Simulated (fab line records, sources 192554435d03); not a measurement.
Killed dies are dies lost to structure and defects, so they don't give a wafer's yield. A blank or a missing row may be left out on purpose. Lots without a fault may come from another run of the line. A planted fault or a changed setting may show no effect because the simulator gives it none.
Chamber matching | flow n5_finfet | N5_PASSIVATION_STRIP_14 on rie_diel-01: 4 sister chambers
The step strips in O2. 14 wafers are shown with their chamber, then 7 later ones without.

WAFERS WITH THEIR CHAMBER
wafer  | chamber | showerhead_plenum_p_Torr (Torr) | drypump_motor_current_A (A) | throttle_valve_pct (%)
L076.2 | 0       | 2.14                            | 5.2                         | 16.2
L076.4 | 2       | 2.08                            | 5.7                         | 16.8
L076.6 | 1       | 2.13                            | 5.6                         | 16.5
L078.1 | 3       | 2.23                            | 5.5                         | 16.9
L078.2 | 1       | 2.13                            | 5.6                         | 16.5
L078.4 | 0       | 2.14                            | 5.2                         | 16.2
L088.1 | 3       | 2.22                            | 5.6                         | 16.9
L088.3 | 1       | 2.12                            | 5.5                         | 16.6
L088.5 | 2       | 2.07                            | 5.7                         | 16.9
L090.1 | 0       | 2.13                            | 5.2                         | 16.3
L090.2 | 2       | 2.07                            | 5.7                         | 16.8
L090.4 | 3       | 2.22                            | 5.6                         | 16.9
L094.1 | 3       | 2.22                            | 5.6                         | 16.9
L094.2 | 1       | 2.12                            | 5.6                         | 16.6

SIGNATURES (means of the wafers above)
reading                  | chamber 0 | chamber 1 | chamber 2 | chamber 3 | scatter within a chamber
showerhead_plenum_p_Torr | 2.1367    | 2.1250    | 2.0733    | 2.2225    | 0.00555
drypump_motor_current_A  | 5.200     | 5.575     | 5.700     | 5.575     | 0.0387
throttle_valve_pct       | 16.233    | 16.550    | 16.833    | 16.900    | 0.0483
Rule: a wafer's distance from a chamber is the root of the sum, over the readings, of the square of ((its reading less the chamber's mean) divided by the reading's scatter). The wafer belongs to the nearest chamber; if the next one is less than 2 further off, it can't be placed. The scatter: the root of (the sum of the squares of (reading less its chamber's mean) over the shown wafers, divided by (wafers less chambers)).

WAFERS WITHOUT THEIR CHAMBER
wafer  | showerhead_plenum_p_Torr (Torr) | drypump_motor_current_A (A) | throttle_valve_pct (%)
L094.4 | 2.07                            | 5.7                         | 16.9
L096.1 | 2.06                            | 5.7                         | 16.9
L096.3 | 2.12                            | 5.2                         | 16.3
L096.5 | 2.07                            | 5.7                         | 16.9
L097.1 | 2.11                            | 5.6                         | 16.6
L097.4 | 2.21                            | 5.5                         | 16.9
L097.5 | 2.12                            | 5.5                         | 16.6

WHICH CHAMBER EACH WENT THROUGH
wafer  | from the rows above | in truth
L094.4 | 2                   | 2
L096.1 | 2                   | 2
L096.3 | 0                   | 0
L096.5 | 2                   | 2
L097.1 | 1                   | 1
L097.4 | 3                   | 3
L097.5 | 1                   | 1
Placed correctly: 7 of 7. Can't be placed from these rows: 0. Placed wrongly: 0.
